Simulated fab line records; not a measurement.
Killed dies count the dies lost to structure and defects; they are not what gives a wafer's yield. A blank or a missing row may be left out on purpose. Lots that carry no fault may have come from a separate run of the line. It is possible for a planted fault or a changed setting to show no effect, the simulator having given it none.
Matching of chambers | flow n5 finfet | N5_BEOL_M11_ALD_74 on ald metal-02 has 4 sister chambers
The step deposits TaN, target thk 2 nm, pulse time 2 s, purge time 3 s. 8 wafers are shown with their chamber, then 10 later ones without.

## EACH WAFER AND ITS CHAMBER
wafer  | chamber | heater power w (W) | precursor vessel carrier sccm (sccm)
L084.6 | 0       | 471                | 995.9
L081.3 | 3       | 426                | 998.7
L081.5 | 0       | 457                | 1003.1
L085.1 | 2       | 461                | 1003.8
L085.5 | 2       | 446                | 1000.7
L085.6 | 1       | 384                | 1000.5
L090.3 | 3       | 439                | 995.9
L090.5 | 1       | 378                | 999.2

## WAFERS WITHOUT THEIR CHAMBER
wafer  | heater power w (W) | precursor vessel carrier sccm (sccm)
L090.6 | 457                | 996.1
L088.2 | 430                | 1002.1
L088.3 | 466                | 1000.7
L088.5 | 447                | 1000.7
L092.2 | 456                | 1000.2
L092.3 | 393                | 1001.0
L092.5 | 401                | 1002.6
L096.3 | 372                | 1002.5
L096.4 | 423                | 994.9
L096.5 | 451                | 1001.4

## CHAMBER TAKEN BY EACH
wafer  | from the rows above          | in truth
L090.6 | can't be placed: 0 or 2 or 3 | 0
L088.2 | can't be placed: 3 or 2      | 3
L088.3 | can't be placed: 0 or 2      | 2
L088.5 | can't be placed: 2 or 0 or 3 | 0
L092.2 | can't be placed: 2 or 0      | 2
L092.3 | 1                            | 1
L092.5 | can't be placed: 1 or 3      | 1
L096.3 | 1                            | 1
L096.4 | 3                            | 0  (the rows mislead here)
L096.5 | can't be placed: 2 or 0      | 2
Placed correctly: 2 of 10. From these rows, 7 cannot be placed; in 7 the true chamber is one of the candidates. Wrongly placed: 1.
How it was worked out, from the rows above alone: a wafer's distance from a chamber is the root of the sum, over the readings, of the square of ((its reading less the chamber's mean) divided by the reading's scatter). If the next closest chamber is less than 2 further off than the closest, the wafer can't be placed; otherwise it belongs to the closest. For every chamber, the mean is computed from those of its wafers that are shown. The scatter is the square root of a quotient: the sum, over the shown wafers, of each reading's squared deviation from its chamber's mean, divided by wafers minus chambers.
